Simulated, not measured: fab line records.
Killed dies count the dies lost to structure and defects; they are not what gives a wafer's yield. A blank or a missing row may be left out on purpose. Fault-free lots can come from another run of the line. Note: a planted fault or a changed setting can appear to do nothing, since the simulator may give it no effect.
Chamber matching :: flow n5_finfet :: N5_BEOL_M12_DESCUM_33 on rie_diel-01 has 4 sister chambers
The step chemistry O2, time 7.9 s. 18 wafers are shown with their chamber, then 9 later ones without.

== WAFERS PAIRED WITH THEIR CHAMBERS ==
wafer: L074.1
chamber: 0
drypump_motor_current_A (A): 6.3
throttle_valve_pct (%): 20.27
oes_product_au (a.u.): 0.75

wafer: L074.3
chamber: 1
drypump_motor_current_A (A): 5.8
throttle_valve_pct (%): 19.89
oes_product_au (a.u.): 0.98

wafer: L074.6
chamber: 1
drypump_motor_current_A (A): 5.7
throttle_valve_pct (%): 19.91
oes_product_au (a.u.): 0.98

wafer: L075.1
chamber: 3
drypump_motor_current_A (A): 6.6
throttle_valve_pct (%): 20.16
oes_product_au (a.u.): 0.90

wafer: L075.3
chamber: 1
drypump_motor_current_A (A): 5.8
throttle_valve_pct (%): 19.89
oes_product_au (a.u.): 0.96

wafer: L075.4
chamber: 2
drypump_motor_current_A (A): 5.2
throttle_valve_pct (%): 20.12
oes_product_au (a.u.): 0.81

wafer: L081.1
chamber: 0
drypump_motor_current_A (A): 6.3
throttle_valve_pct (%): 20.31
oes_product_au (a.u.): 0.74

wafer: L081.4
chamber: 3
drypump_motor_current_A (A): 6.6
throttle_valve_pct (%): 20.18
oes_product_au (a.u.): 0.88

wafer: L081.5
chamber: 0
drypump_motor_current_A (A): 6.3
throttle_valve_pct (%): 20.31
oes_product_au (a.u.): 0.74

wafer: L085.3
chamber: 3
drypump_motor_current_A (A): 6.6
throttle_valve_pct (%): 20.19
oes_product_au (a.u.): 0.86

wafer: L085.5
chamber: 0
drypump_motor_current_A (A): 6.4
throttle_valve_pct (%): 20.34
oes_product_au (a.u.): 0.73

wafer: L085.6
chamber: 3
drypump_motor_current_A (A): 6.6
throttle_valve_pct (%): 20.20
oes_product_au (a.u.): 0.85

wafer: L087.2
chamber: 3
drypump_motor_current_A (A): 6.6
throttle_valve_pct (%): 20.20
oes_product_au (a.u.): 0.85

wafer: L087.3
chamber: 2
drypump_motor_current_A (A): 5.2
throttle_valve_pct (%): 20.17
oes_product_au (a.u.): 0.78

wafer: L087.5
chamber: 2
drypump_motor_current_A (A): 5.2
throttle_valve_pct (%): 20.14
oes_product_au (a.u.): 0.79

wafer: L086.1
chamber: 3
drypump_motor_current_A (A): 6.6
throttle_valve_pct (%): 20.22
oes_product_au (a.u.): 0.85

wafer: L086.3
chamber: 0
drypump_motor_current_A (A): 6.3
throttle_valve_pct (%): 20.34
oes_product_au (a.u.): 0.73

wafer: L086.4
chamber: 2
drypump_motor_current_A (A): 5.2
throttle_valve_pct (%): 20.15
oes_product_au (a.u.): 0.78

SIGNATURES (means of the wafers above)
reading: drypump_motor_current_A
chamber 0: 6.320
chamber 1: 5.767
chamber 2: 5.200
chamber 3: 6.600
scatter within a chamber: 0.0324

reading: throttle_valve_pct
chamber 0: 20.3140
chamber 1: 19.8967
chamber 2: 20.1450
chamber 3: 20.1917
scatter within a chamber: 0.0223

reading: oes_product_au
chamber 0: 0.7380
chamber 1: 0.9733
chamber 2: 0.7900
chamber 3: 0.8650
scatter within a chamber: 0.0153
Rule: a wafer's distance from a chamber is the root of the sum, over the readings, of the square of ((its reading less the chamber's mean) divided by the reading's scatter). The wafer belongs to the nearest chamber; if the next one is less than 2 further off, it can't be placed. The scatter: take each reading less its chamber's mean, square it, sum over the shown wafers, divide by the number of wafers less the number of chambers, and take the root.

== WAFERS WITH NO CHAMBER GIVEN ==
wafer: L089.1
drypump_motor_current_A (A): 5.2
throttle_valve_pct (%): 20.15
oes_product_au (a.u.): 0.78

wafer: L089.5
drypump_motor_current_A (A): 5.2
throttle_valve_pct (%): 20.16
oes_product_au (a.u.): 0.77

wafer: L089.6
drypump_motor_current_A (A): 6.5
throttle_valve_pct (%): 20.23
oes_product_au (a.u.): 0.84

wafer: L091.3
drypump_motor_current_A (A): 6.6
throttle_valve_pct (%): 20.21
oes_product_au (a.u.): 0.85

wafer: L091.4
drypump_motor_current_A (A): 5.2
throttle_valve_pct (%): 20.16
oes_product_au (a.u.): 0.77

wafer: L091.6
drypump_motor_current_A (A): 5.7
throttle_valve_pct (%): 19.94
oes_product_au (a.u.): 0.90

wafer: L092.3
drypump_motor_current_A (A): 6.6
throttle_valve_pct (%): 20.22
oes_product_au (a.u.): 0.83

wafer: L092.4
drypump_motor_current_A (A): 6.4
throttle_valve_pct (%): 20.36
oes_product_au (a.u.): 0.72

wafer: L092.6
drypump_motor_current_A (A): 5.2
throttle_valve_pct (%): 20.18
oes_product_au (a.u.): 0.78

== THE CHAMBER EACH PASSED THROUGH ==
wafer: L089.1
from the rows above: 2
in truth: 2

wafer: L089.5
from the rows above: 2
in truth: 2

wafer: L089.6
from the rows above: 3
in truth: 3

wafer: L091.3
from the rows above: 3
in truth: 3

wafer: L091.4
from the rows above: 2
in truth: 2

wafer: L091.6
from the rows above: 1
in truth: 1

wafer: L092.3
from the rows above: 3
in truth: 3

wafer: L092.4
from the rows above: 0
in truth: 0

wafer: L092.6
from the rows above: 2
in truth: 2
9 of 9 placed correctly. Left unplaced by these rows: 0. Placed wrongly: 0.
